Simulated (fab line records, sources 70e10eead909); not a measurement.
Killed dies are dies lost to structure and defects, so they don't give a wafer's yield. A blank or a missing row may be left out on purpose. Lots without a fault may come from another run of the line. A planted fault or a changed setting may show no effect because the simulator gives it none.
Chamber matching | flow nand_harc | NHARC_A_BLC_STRIP_29 on rie_diel-06: 4 sister chambers
The step strips in CF4. 33 wafers are shown with their chamber, then 12 later ones without.

WAFERS WITH THEIR CHAMBER
wafer  | chamber | drypump_motor_current_A (A) | oes_product_au (a.u.) | rf_vpp_V (V)
L074.3 | 3       | 6.3                         | 1.008                 | 59.1
L074.4 | 1       | 5.3                         | 0.992                 | 59.8
L074.5 | 3       | 6.3                         | 0.990                 | 60.0
L077.1 | 3       | 6.3                         | 1.005                 | 59.3
L077.2 | 0       | 6.4                         | 1.007                 | 60.0
L077.5 | 2       | 6.0                         | 1.017                 | 58.0
L075.3 | 3       | 6.3                         | 1.008                 | 60.3
L075.4 | 1       | 5.3                         | 1.012                 | 59.5
L075.5 | 0       | 6.4                         | 1.012                 | 59.1
L076.1 | 2       | 6.0                         | 1.000                 | 60.2
L076.3 | 1       | 5.3                         | 1.015                 | 60.4
L076.4 | 3       | 6.4                         | 1.003                 | 58.3
L079.2 | 2       | 6.0                         | 1.011                 | 58.1
L079.4 | 0       | 6.4                         | 1.012                 | 58.9
L079.5 | 1       | 5.3                         | 1.020                 | 59.4
L081.4 | 3       | 6.3                         | 0.995                 | 58.3
L081.5 | 1       | 5.3                         | 1.004                 | 59.9
L081.6 | 0       | 6.4                         | 1.009                 | 59.6
L082.3 | 2       | 6.0                         | 1.010                 | 58.8
L082.5 | 0       | 6.4                         | 1.007                 | 58.3
L082.6 | 3       | 6.3                         | 0.991                 | 59.8
L086.2 | 0       | 6.3                         | 1.006                 | 59.5
L086.3 | 3       | 6.3                         | 0.985                 | 59.7
L086.6 | 3       | 6.3                         | 0.983                 | 60.1
L090.2 | 1       | 5.3                         | 1.007                 | 59.0
L090.5 | 1       | 5.3                         | 1.007                 | 59.5
L090.6 | 2       | 6.0                         | 1.005                 | 60.0
L088.1 | 0       | 6.4                         | 1.004                 | 59.5
L088.2 | 1       | 5.3                         | 1.012                 | 60.3
L088.5 | 3       | 6.3                         | 1.006                 | 60.1
L091.2 | 2       | 6.0                         | 1.005                 | 59.2
L091.3 | 0       | 6.3                         | 0.994                 | 59.5
L091.6 | 3       | 6.3                         | 1.001                 | 61.2

SIGNATURES (means of the wafers above)
reading                 | chamber 0 | chamber 1 | chamber 2 | chamber 3 | scatter within a chamber
drypump_motor_current_A | 6.375     | 5.300     | 6.000     | 6.309     | 0.0288
oes_product_au          | 1.00638   | 1.00862   | 1.00800   | 0.99773   | 0.0078
rf_vpp_V                | 59.300    | 59.725    | 59.050    | 59.655    | 0.724
Rule: a wafer's distance from a chamber is the root of the sum, over the readings, of the square of ((its reading less the chamber's mean) divided by the reading's scatter). The wafer belongs to the nearest chamber; if the next one is less than 2 further off, it can't be placed. The scatter: the root of (the sum of the squares of (reading less its chamber's mean) over the shown wafers, divided by (wafers less chambers)).

WAFERS WITHOUT THEIR CHAMBER
wafer  | drypump_motor_current_A (A) | oes_product_au (a.u.) | rf_vpp_V (V)
L092.1 | 5.3                         | 0.991                 | 59.9
L092.3 | 6.3                         | 0.996                 | 60.6
L092.4 | 6.0                         | 1.004                 | 58.1
L093.1 | 6.4                         | 1.008                 | 60.8
L093.2 | 5.3                         | 1.006                 | 59.2
L093.5 | 5.4                         | 1.003                 | 58.5
L095.2 | 5.3                         | 1.002                 | 58.9
L095.3 | 6.4                         | 0.999                 | 59.4
L095.6 | 6.4                         | 0.999                 | 60.5
L097.2 | 6.0                         | 1.011                 | 59.0
L097.4 | 6.3                         | 0.995                 | 60.3
L097.6 | 6.4                         | 1.007                 | 59.6

WHICH CHAMBER EACH WENT THROUGH
wafer  | from the rows above     | in truth
L092.1 | 1                       | 1
L092.3 | 3                       | 3
L092.4 | 2                       | 2
L093.1 | can't be placed: 0 or 3 | 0
L093.2 | 1                       | 1
L093.5 | 1                       | 1
L095.2 | 1                       | 1
L095.3 | can't be placed: 0 or 3 | 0
L095.6 | can't be placed: 0 or 3 | 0
L097.2 | 2                       | 2
L097.4 | 3                       | 3
L097.6 | 0                       | 0
Placed correctly: 9 of 12. Can't be placed from these rows: 3 (the true chamber is among the candidates in 3). Placed wrongly: 0.
